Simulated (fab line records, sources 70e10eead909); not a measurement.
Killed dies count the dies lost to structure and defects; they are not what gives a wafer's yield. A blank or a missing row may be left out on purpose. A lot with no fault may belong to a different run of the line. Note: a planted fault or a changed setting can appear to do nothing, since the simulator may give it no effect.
Code-filled problem report in 8D (eight disciplines) form / flow nand_harc / the parts of the form that need people (team, actions taken, sign-off) are left out

1. THE PROBLEM
Mean of exposure_dose_mJ_cm2 at NHARC_A_STAIRCASE_EXPOSE_163: 31.108 across 9 wafers in 3 lots; on wafers with no fault it is 20.010 (standard deviation 0.019). That is +99 or more standard deviations from the usual mean.
The step: exposes mask STAIR OPEN.
First observed at day 12 03:40: wafer L236.1, on krf_scanner-04. The record holds 39 wafers of 13 lots with a number at this step. Rule for "out", or "out of limits": more than 4 standard deviations from the usual mean. Any other wafer with a number is counted as sound.

2. WHAT IT IS; WHAT IT IS NOT
question=which readings at this step | is=exposure_dose_mJ_cm2 | is not=-
question=which lots | is=L236, L237, L241 | is not=L230, L231, L232, L233, L244, L246, L247, L248, L249, L253
question=which wafers of those lots | is=all that have a number | is not=-
question=read on which tools | is=krf_scanner-04 | is not=krf_scanner-01, krf_scanner-02
question=when | is=from day 12 03:40 | is not=up to then (12 sound wafers); but 18 sound wafers of L244, L246, L247, L248, L249, L253 came after

3. SUSPECTS, AND WHAT RULES EACH OUT
Counting: a tool at any process step up to the reading remains a suspect when it ran all the lots that are out and ran no sound lot after the first of those.
- har_etch-01 at NHARC_A_CHANNEL_HOLE_D1_ETCH_22 (etches the open film in C4F8/O2/Ar, time 666.7 s, target depth 1600 nm): ruled out as a lasting fault. The sound lots L246, L249 went through it after L236, its earliest lot that is out (day 9 19:37).
- krf_scanner-04 at NHARC_A_STAIRCASE_EXPOSE_163 (exposes mask STAIR OPEN): kept. It processed each lot that is out, first L236 at day 12 03:40, and no sound lot thereafter; up to then, the last sound lot it processed was L232 at day 11 12:59. Its own readings are out on those wafers: exposure_dose_mJ_cm2.
The count leaves krf_scanner-04 at NHARC_A_STAIRCASE_EXPOSE_163.

4. THE CAUSE (what the simulator had put in)
Drift in process parameters on krf_scanner-04 at NHARC_A_STAIRCASE_EXPOSE_163, starting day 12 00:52. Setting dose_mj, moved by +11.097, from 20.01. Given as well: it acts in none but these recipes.
This tool alone remained once counting was done.

5. THE CHAIN OF EFFECTS, in route order
Rows list readings where the struck wafers' mean (over those with a number) sits beyond 3 standard deviations from the usual. Only readings whose record carries a usual standard deviation are examined. hours: median over the lots of the time between each lot's start at the first step of this table that gives one and its start at this step. sigmas: the change, counted in usual standard deviations.
hours=0; step=NHARC_A_STAIRCASE_EXPOSE_163; reading=exposure_dose_mJ_cm2; usual=20.010; on struck wafers=31.108; change=+11.098; sigmas=+99 or more
Here are the process steps it includes:
- NHARC_A_STAIRCASE_EXPOSE_163: exposes mask STAIR OPEN.

6. HOW IT WOULD HAVE BEEN CAUGHT EARLIER
First out-of-limits reading in this record: day 12 03:40, which is 3 hours after fault onset at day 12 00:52.
